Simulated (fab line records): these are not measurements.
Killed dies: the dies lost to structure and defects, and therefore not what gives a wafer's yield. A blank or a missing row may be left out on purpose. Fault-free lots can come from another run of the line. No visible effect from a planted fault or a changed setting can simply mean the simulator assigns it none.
Tool commonality check | flow n5Finfet | 25 wafers sampled across 9 lots

## REASON IT WAS OPENED
N5_BEOL_M9_THK_MEAS_53, reading M9_THK: flagged on 2 of 9 lots. Wafers without a fault read 142 nm, standard deviation 3.2.
Rule: a lot is flagged in two cases, either no wafer of it has a number, or all its wafers with numbers fall more than 4 standard deviations from that mean. All remaining lots are regarded as sound.

lot  | measured     | on           | M9_THK (nm), wafer by wafer | flag
L594 | day 10 00:32 | filmMetro-01 | 136 142 140                 | 
L597 | day 10 13:19 | filmMetro-02 | 136 145                     | 
L601 | day 12 00:52 | filmMetro-01 | 144 142                     | 
L604 | day 12 06:59 | filmMetro-01 | 327 329 327                 | FLAGGED
L605 | day 12 07:51 | filmMetro-01 | 328 325 328                 | FLAGGED
L612 | day 14 06:19 | filmMetro-02 | 137 141 142                 | 
L614 | day 14 18:41 | filmMetro-01 | 147 150 141                 | 
L615 | day 15 06:24 | filmMetro-02 | 138 143 143                 | 
L616 | day 15 19:19 | filmMetro-01 | 143 143 143                 | 
The mean of the flagged lots' numbers is 327 nm, +185 nm from the usual (+58 standard deviations).

## WHICH TOOL RAN EACH LOT
Before the reading, the record contains 3 process steps out of a 1938-step route. Every cell lists first the tool, next ch and the chambers used by the sampled wafers, and last the start.
lot  | flag    | N5_BEOL_M9_STRIP_36               | N5_BEOL_M9_SURFACE_TREAT_79 | N5_BEOL_M9_CMP_52
L594 |         | rieDiel-03 ch 1,2,3, day 9 22:01  | pvdSputter-01, day 9 23:15  | cmp-04 ch 1,2,3, day 10 00:19
L597 |         | rieDiel-03 ch 1,3, day 10 10:53   | pvdSputter-02, day 10 12:10 | cmp-04 ch 1,3, day 10 13:04
L601 |         | rieDiel-03 ch 0,2, day 11 22:29   | pvdSputter-02, day 11 23:50 | cmp-02 ch 0,1, day 12 00:34
L604 | FLAGGED | rieDiel-06 ch 0,1, day 12 04:41   | pvdSputter-03, day 12 05:52 | cmp-02 ch 0,2, day 12 06:41
L605 | FLAGGED | rieDiel-06 ch 0,1,3, day 12 05:07 | pvdSputter-01, day 12 06:28 | cmp-01 ch 2,3, day 12 07:33
L612 |         | rieDiel-02 ch 0,2, day 14 02:56   | pvdSputter-03, day 14 05:13 | cmp-02 ch 0,1,3, day 14 06:02
L614 |         | rieDiel-06 ch 0,3, day 14 14:29   | pvdSputter-03, day 14 17:33 | cmp-04 ch 0,1, day 14 18:24
L615 |         | rieDiel-03 ch 0,1,2, day 15 03:20 | pvdSputter-01, day 15 05:10 | cmp-01 ch 2,3, day 15 06:07
L616 |         | rieDiel-06 ch 1,3, day 15 13:58   | pvdSputter-03, day 15 18:14 | cmp-01 ch 2,3, day 15 19:04
What is done by these steps:
- N5_BEOL_M9_STRIP_36: strips in N2/H2.
- N5_BEOL_M9_SURFACE_TREAT_79
- N5_BEOL_M9_CMP_52: polishes, stops on SiCOH lowk, t overpolish 7 s, target thk 140 nm.
- N5_BEOL_M9_THK_MEAS_53: measures by xrf.

## FLAGGED OVER TOTAL, TOOL BY TOOL (the gauges that took the reading come last)
step                        | tool          | lots run | flagged | share of the flagged lots | sound lots run after its first flagged lot
N5_BEOL_M9_STRIP_36         | rieDiel-02    | 1        | 0       | none                      | -
N5_BEOL_M9_STRIP_36         | rieDiel-03    | 4        | 0       | none                      | -
N5_BEOL_M9_STRIP_36         | rieDiel-06    | 4        | 2       | all                       | 2 (L614,L616)
N5_BEOL_M9_SURFACE_TREAT_79 | pvdSputter-01 | 3        | 1       | some                      | 1 (L615)
N5_BEOL_M9_SURFACE_TREAT_79 | pvdSputter-02 | 2        | 0       | none                      | -
N5_BEOL_M9_SURFACE_TREAT_79 | pvdSputter-03 | 4        | 1       | some                      | 3 (L612,L614,L616)
N5_BEOL_M9_CMP_52           | cmp-01        | 3        | 1       | some                      | 2 (L615,L616)
N5_BEOL_M9_CMP_52           | cmp-02        | 3        | 1       | some                      | 1 (L612)
N5_BEOL_M9_CMP_52           | cmp-04        | 3        | 0       | none                      | -
N5_BEOL_M9_THK_MEAS_53      | filmMetro-01  | 6        | 2       | all                       | 2 (L614,L616)
N5_BEOL_M9_THK_MEAS_53      | filmMetro-02  | 3        | 0       | none                      | -

## WHAT THE TABLE PERMITS
Table rows that saw every flagged lot: 2, namely rieDiel-06 at N5_BEOL_M9_STRIP_36 and filmMetro-01 at N5_BEOL_M9_THK_MEAS_53.
- rieDiel-06 at N5_BEOL_M9_STRIP_36: 2 of its 4 lots flagged. Sound lots followed the first flagged one (L614, L616) on it, something a lasting fault affecting the whole tool could not allow.
- filmMetro-01 at N5_BEOL_M9_THK_MEAS_53: 2 of its 6 lots flagged. Sound lots followed the first flagged one (L614, L616) on it, something a lasting fault affecting the whole tool could not allow.
None of the table's rows ran every flagged lot and, after the first, no sound lot.

## WHAT THE SIMULATOR HAD INSERTED
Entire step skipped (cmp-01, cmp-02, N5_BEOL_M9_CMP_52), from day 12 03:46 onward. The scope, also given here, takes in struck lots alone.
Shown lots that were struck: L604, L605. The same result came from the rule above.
